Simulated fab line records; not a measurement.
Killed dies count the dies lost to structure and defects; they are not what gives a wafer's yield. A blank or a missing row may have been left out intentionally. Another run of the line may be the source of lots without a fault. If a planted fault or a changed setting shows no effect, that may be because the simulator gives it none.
Chamber matching / flow n5_finfet / 4 sister chambers for N5_MOL_CONTACT_COAG_ALD_27 on ald_sin-02
The step deposits SiOC, target thk 17 nm, pulse time 1.5 s, time 2720 s. 4 wafers are shown with their chamber, then 9 later ones without.

## EACH WAFER AND ITS CHAMBER
wafer=L084.2; chamber=2; heater_power_outer_w (W)=502
wafer=L086.1; chamber=1; heater_power_outer_w (W)=543
wafer=L086.2; chamber=3; heater_power_outer_w (W)=481
wafer=L086.4; chamber=0; heater_power_outer_w (W)=553

## WAFERS WITHOUT THEIR CHAMBER
wafer=L087.1; heater_power_outer_w (W)=566
wafer=L087.5; heater_power_outer_w (W)=506
wafer=L087.6; heater_power_outer_w (W)=571
wafer=L093.2; heater_power_outer_w (W)=555
wafer=L093.5; heater_power_outer_w (W)=540
wafer=L093.6; heater_power_outer_w (W)=495
wafer=L094.3; heater_power_outer_w (W)=506
wafer=L094.4; heater_power_outer_w (W)=491
wafer=L094.5; heater_power_outer_w (W)=435

## WHICH CHAMBER EACH ONE RAN IN
wafer=L087.1; from the rows above=can't be placed: 0 or 1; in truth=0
wafer=L087.5; from the rows above=can't be placed: 2 or 3 or 1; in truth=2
wafer=L087.6; from the rows above=can't be placed: 0 or 1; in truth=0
wafer=L093.2; from the rows above=can't be placed: 0 or 1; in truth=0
wafer=L093.5; from the rows above=can't be placed: 1 or 0 or 2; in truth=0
wafer=L093.6; from the rows above=can't be placed: 2 or 3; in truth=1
wafer=L094.3; from the rows above=can't be placed: 2 or 3 or 1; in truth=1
wafer=L094.4; from the rows above=can't be placed: 3 or 2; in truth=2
wafer=L094.5; from the rows above=can't be placed: 3 or 2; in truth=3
Placed correctly: 0 of 9. Not placeable from these rows: 9 (in 8, the candidates include the true chamber). Placed wrongly: 0.
How it was worked out, from the rows above alone: a wafer's distance from a chamber is the root of the sum, over the readings, of the square of ((its reading less the chamber's mean) divided by the reading's scatter). If the next closest chamber is less than 2 further off than the closest, the wafer can't be placed; otherwise it belongs to the closest. The mean given for a chamber averages the wafers shown for that chamber. The scatter (one wafer shown for each chamber): square how far every hidden wafer sits from the nearest shown wafer, average those squares and take the square root.
